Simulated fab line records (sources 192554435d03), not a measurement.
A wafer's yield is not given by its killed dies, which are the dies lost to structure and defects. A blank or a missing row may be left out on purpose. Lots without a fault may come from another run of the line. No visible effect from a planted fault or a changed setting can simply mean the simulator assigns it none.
Lot-split experiment | flow n5Finfet | 7 lots, 21 wafers read, on a route of 1938 steps

== ON THE SPLIT ==
At N5_MOL_CONTACT_COAG_COAT_76 (time 60 s, resist thk 10 nm), the setting spinRpm was moved away from the recipe's 1500 rpm on 8 of the 21 wafers read, by -10.3% to +11.1%. This setting was run at the recipe's value on the other wafers.

== FROM THE SPLIT TO THE READING: what the file shows between them, 7 steps ==
- N5_MOL_CONTACT_COAG_COAT_77: time 60 s, resist thk 10 nm
- N5_MOL_CONTACT_COAG_COAT_78: resist thk 40 nm
- N5_MOL_CONTACT_COAG_DESCUM_88: chemistry O2, time 7 s
- N5_MOL_CONTACT_COAG_ETCH_89: etches underlayer in N2/H2, target depth 13 nm, time 10.4 s
- N5_MOL_CONTACT_COAG_ETCH_90: etches SiARC in CF4, target depth 13 nm, time 21.7 s
- N5_MOL_CONTACT_COAG_ALD_131: deposits SiO2, target thk 5 nm, pulse time 1 s, co reactant pulse time 1 s
- N5_MOL_CONTACT_COAG_ETCHBACK_132: etches SiO2 in CHF3, target depth 10 nm, time 6.7 s

== THE READING ==
SiARC_of_MOL_CONTACT_COAG_COAT_76.thkNm (the simulator's own value, which no gauge read), in nm, at N5_MOL_CONTACT_COAG_ETCH_91 (etches SOC in N2/H2, target depth 60 nm, overetch 21 nm, time 101.2 s). The file gives no usual value for it.

wafer  | tool, chamber at the split | spinRpm as run, rpm | against the recipe | SiARC_of_MOL_CONTACT_COAG_COAT_76.thkNm, nm | against lot-mates on the recipe
L080.1 | lithoTrack-02, 0           | 1500                | recipe             | 5.8                                         | -
L080.4 | lithoTrack-02, 0           | 1500                | recipe             | 5.8                                         | -
L080.6 | lithoTrack-02, 0           | 1500                | recipe             | 5.8                                         | -
L081.3 | lithoTrack-02, 0           | 1346                | -10.3%             | 6.4                                         | +0.6
L081.4 | lithoTrack-02, 0           | 1500                | recipe             | 5.8                                         | -
L081.5 | lithoTrack-02, 0           | 1346                | -10.3%             | 6.2                                         | +0.4
L085.3 | lithoTrack-02, 0           | 1500                | recipe             | 5.8                                         | -
L085.4 | lithoTrack-02, 0           | 1618                | +7.9%              | 5.4                                         | -0.4
L085.5 | lithoTrack-02, 0           | 1618                | +7.9%              | 5.6                                         | -0.2
L089.2 | lithoTrack-03, 0           | 1500                | recipe             | 5.8                                         | -
L089.4 | lithoTrack-03, 0           | 1500                | recipe             | 5.8                                         | -
L089.5 | lithoTrack-03, 0           | 1500                | recipe             | 5.8                                         | -
L092.1 | lithoTrack-02, 0           | 1667                | +11.1%             | 5.2                                         | -0.6
L092.6 | lithoTrack-02, 0           | 1667                | +11.1%             | 5.2                                         | -0.6
L092.4 | lithoTrack-02, 0           | 1500                | recipe             | 5.8                                         | -
L094.3 | lithoTrack-03, 0           | 1500                | recipe             | 5.8                                         | -
L094.4 | lithoTrack-03, 0           | 1500                | recipe             | 5.8                                         | -
L094.5 | lithoTrack-03, 0           | 1500                | recipe             | 5.8                                         | -
L095.3 | lithoTrack-02, 0           | 1500                | recipe             | 5.8                                         | -
L095.4 | lithoTrack-02, 0           | 1638                | +9.2%              | 5.6                                         | -0.2
L095.5 | lithoTrack-02, 0           | 1638                | +9.2%              | 5.4                                         | -0.4

FIT RESULTS
A straight line over all 21 wafers: SiARC_of_MOL_CONTACT_COAG_COAT_76.thkNm changes by -0.0456 nm for each +1% of spinRpm; r = -0.96; the points scatter about the line by 0.077 nm.
The same after taking each lot's own level away (the mean of its wafers on the recipe; 21 wafers): -0.0456 nm for each +1%; r = -0.96; scatter 0.077 nm.
Per that fit: largest spinRpm move, reading shift of 0.51 nm.
The lots' own levels span 5.80 to 5.80 nm.
The two slopes agree, so the slope changes little with the lot-to-lot level.
Check: -0.474 nm against its lot-mates is what the line predicts for one of the wafers moved furthest among these (+11.1%) when that wafer is left out of the fit. Against them it came out at -0.6 nm.

== THE WHOLE CHAIN: every reading that the file lists as answering this split, in the file's order ==
step                             | what it does                                                          | reading                                                                                    | change (the file's fit)                | r (the file's)
N5_MOL_CONTACT_COAG_COAT_76      | time 60 s, resist thk 10 nm                                           | SiARC_of_MOL_CONTACT_COAG_COAT_76.thkNm (the simulator's own value, which no gauge read)   | -0.0502 nm for each +1% of the setting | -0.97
N5_MOL_CONTACT_COAG_ETCH_90      | etches SiARC in CF4, target depth 13 nm, time 21.7 s                  | etch.depthNm (the simulator's own value, which no gauge read)                              | -0.0483 nm for each +1% of the setting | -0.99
N5_MOL_CONTACT_COAG_ETCHBACK_132 | etches SiO2 in CHF3, target depth 10 nm, time 6.7 s                   | CAR-EUV_of_MOL_CONTACT_COAG_COAT_78.thkNm (the simulator's own value, which no gauge read) | +0.0426 nm for each +1% of the setting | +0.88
N5_MOL_CONTACT_COAG_ETCH_91      | etches SOC in N2/H2, target depth 60 nm, overetch 21 nm, time 101.2 s | SiARC_of_MOL_CONTACT_COAG_COAT_76.thkNm (the simulator's own value, which no gauge read)   | -0.045 nm for each +1% of the setting  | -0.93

== FILE'S OWN FIT ==
SiARC_of_MOL_CONTACT_COAG_COAT_76.thkNm changes by -0.045 nm for each +1% of spinRpm, r = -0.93.
